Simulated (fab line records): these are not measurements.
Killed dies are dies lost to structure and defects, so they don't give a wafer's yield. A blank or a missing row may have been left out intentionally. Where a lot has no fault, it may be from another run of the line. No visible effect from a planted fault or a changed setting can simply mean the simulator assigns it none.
Chamber matching	flow nand_harc	4 sister chambers for NHARC_P_BONDPAD_DESCUM_11 on rie_diel-05
The step chemistry O2, time 3 s. 18 wafers are shown with their chamber, then 8 later ones without.

== WAFERS PAIRED WITH THEIR CHAMBERS ==
wafer	chamber	drypump_motor_current_A (A)	showerhead_plenum_p_Torr (Torr)	oes_product_au (a.u.)
L457.2	1	6.6	2.05	0.998
L457.5	2	5.0	1.93	1.012
L457.6	1	6.6	2.05	1.005
L459.2	0	6.1	1.99	0.994
L459.4	2	5.0	1.93	1.010
L459.6	2	5.0	1.93	1.013
L466.1	0	6.2	1.99	1.002
L466.2	3	5.6	1.97	1.008
L466.5	1	6.6	2.04	0.995
L467.3	0	6.2	1.99	0.989
L467.5	2	5.0	1.93	1.015
L472.1	2	5.0	1.93	1.009
L472.2	0	6.1	1.99	0.991
L472.5	2	5.0	1.93	1.016
L474.1	1	6.6	2.04	0.992
L474.5	2	5.0	1.93	1.001
L474.6	1	6.6	2.04	0.988
L477.1	1	6.6	2.04	0.982

SIGNATURES, as means of the wafers listed above
reading	chamber 0	chamber 1	chamber 2	chamber 3	scatter within a chamber
drypump_motor_current_A	6.150	6.600	5.000	5.600	0.0267
showerhead_plenum_p_Torr	1.9900	2.0433	1.9300	1.9700	0.00309
oes_product_au	0.99400	0.99333	1.01086	1.00800	0.00637
Rule: for each reading, subtract the chamber's mean from the wafer's reading, divide by that reading's scatter and square the result; add these up over the readings and take the root, which gives the wafer's distance from the chamber. If the next closest chamber is less than 2 further off than the closest, the wafer can't be placed; otherwise it belongs to the closest. The scatter: the root of (the sum of the squares of (reading less its chamber's mean) over the shown wafers, divided by (wafers less chambers)).

== WAFERS WITHOUT THEIR CHAMBER ==
wafer	drypump_motor_current_A (A)	showerhead_plenum_p_Torr (Torr)	oes_product_au (a.u.)
L477.3	6.2	1.99	0.989
L477.4	5.7	1.97	0.997
L478.1	5.0	1.93	1.014
L478.2	5.7	1.97	1.000
L478.3	6.6	2.04	1.000
L479.2	5.7	1.97	0.992
L479.4	6.6	2.04	1.000
L479.6	5.0	1.93	1.015

== WHICH CHAMBER EACH WENT THROUGH ==
wafer	from the rows above	in truth
L477.3	0	0
L477.4	3	3
L478.1	2	2
L478.2	3	3
L478.3	1	1
L479.2	3	3
L479.4	1	1
L479.6	2	2
Correctly placed: 8 of 8. Can't be placed from these rows: 0. Placed wrongly: 0.
